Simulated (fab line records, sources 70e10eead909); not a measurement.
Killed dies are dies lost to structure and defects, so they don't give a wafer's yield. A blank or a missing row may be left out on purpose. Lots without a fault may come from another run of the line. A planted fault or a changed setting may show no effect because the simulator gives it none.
Which tool did it? | flow nand_harc | 11 lots, 33 wafers sampled, at 5 steps of a route of 1159

WHAT THE GAUGES READ, wafer by wafer
NHARC_END_SORT_01.
lot  | measured     | on        | killed_at_array
L471 | day 24 03:14 | prober-02 | 673 673 674
L478 | day 24 09:18 | prober-01 | 675 676 675

WHICH TOOL RAN EACH LOT (tool, then ch and the chambers of the sampled wafers, then the start)
lot  | NHARC_A_STAIRCASE_DESCUM_219       | NHARC_A_STAIRCASE_ETCH_221         | NHARC_A_STAIRCASE_ETCH_223                  | NHARC_A_STAIRCASE_TRIM_231
L459 | rie_diel-10 ch 1,2,3, day 10 23:24 | rie_diel-10 ch 1,2,3, day 10 23:52 | rie_diel-10 ch 1,2,3, no start              | rie_diel-10 ch 1,2,3, no start
L463 | rie_diel-02 ch 2,3, day 12 04:03   | rie_diel-02 ch 1,2, day 12 04:17   | rie_diel-02 ch 0,1,2, no start              | rie_diel-02 ch 0,1,2, no start
L464 | rie_diel-10 ch 1,2,3, day 12 08:53 | rie_diel-10 ch 0,2, day 12 09:10   | rie_diel-10 ch 0,2,3, no start              | rie_diel-10 ch 1,2, no start
L465 | rie_diel-06 ch 0,2,3, day 12 15:21 | rie_diel-06 ch 0,3, day 12 15:34   | rie_diel-06 ch 2,3, no start                | rie_diel-02 ch 0,1, no start
L467 | rie_diel-02 ch 0,2,3, day 13 07:57 | rie_diel-02 ch 1,2,3, day 13 08:11 | rie_diel-02 ch 0,2,3, no start              | rie_diel-02 ch 0,1,2, no start
L470 | rie_diel-02 ch 1,2,3, day 14 01:17 | rie_diel-02 ch 0,3, day 14 01:31   | rie_diel-02 ch 0,2, no start                | rie_diel-02 ch 0,1,2, no start
L471 | rie_diel-10 ch 0,1,2, day 14 21:08 | rie_diel-10 ch 2,3, day 14 21:25   | rie_diel-10 ch 0,1, day 24 03:14 or earlier | rie_diel-10 ch 1,3, day 24 03:14 or earlier
L478 | rie_diel-10 ch 1,2,3, day 15 17:14 | rie_diel-10 ch 1,2,3, day 15 17:29 | rie_diel-06 ch 1,2,3, day 15 17:44          | rie_diel-06 ch 0,1,3, day 24 09:18 or earlier
L481 | rie_diel-02 ch 0,1, day 16 08:34   | rie_diel-02 ch 1,2,3, day 16 08:52 | rie_diel-02 ch 0,3, no start                | rie_diel-02 ch 0,1,3, no start
L480 | rie_diel-02 ch 2,3, day 16 11:17   | rie_diel-02 ch 0,1,2, day 16 11:31 | rie_diel-02 ch 1,3, no start                | rie_diel-10 ch 1,2, no start
L482 | rie_diel-06 ch 0,1,2, day 17 05:35 | rie_diel-06 ch 0,1,3, day 17 05:50 | rie_diel-06 ch 0,2,3, no start              | rie_diel-10 ch 0,2, no start
- NHARC_A_STAIRCASE_DESCUM_219: chemistry O2, time 3 s.
- NHARC_A_STAIRCASE_ETCH_221: etches the open film in C4F8/O2, target depth 100 nm, time 40.5 s.
- NHARC_A_STAIRCASE_ETCH_223: etches the open film in C4F8/O2, target depth 100 nm, time 40.5 s.
- NHARC_A_STAIRCASE_TRIM_231: chemistry O2, time 211.2 s.

THE ANSWER, worked out from the rows above alone
Rule: what is usual is taken from the lots themselves. Put in order of their means at a reading, lots are off if they are a third of the lots or fewer, leave a main group of 4 or more, and stand apart from it by a gap of 3 or more times the standard deviation of the main group's means; of several such gaps the widest counts. A main group whose means are all the same, to the digits that the tables above print for the reading, isn't used. A lot without any number at a reading at which 4 lots or more have one is off too. The other lots that the step has rows for count as sound.
No lot is off at any reading shown: from this, nothing can be told.

WHAT THE SIMULATOR HAD PUT IN
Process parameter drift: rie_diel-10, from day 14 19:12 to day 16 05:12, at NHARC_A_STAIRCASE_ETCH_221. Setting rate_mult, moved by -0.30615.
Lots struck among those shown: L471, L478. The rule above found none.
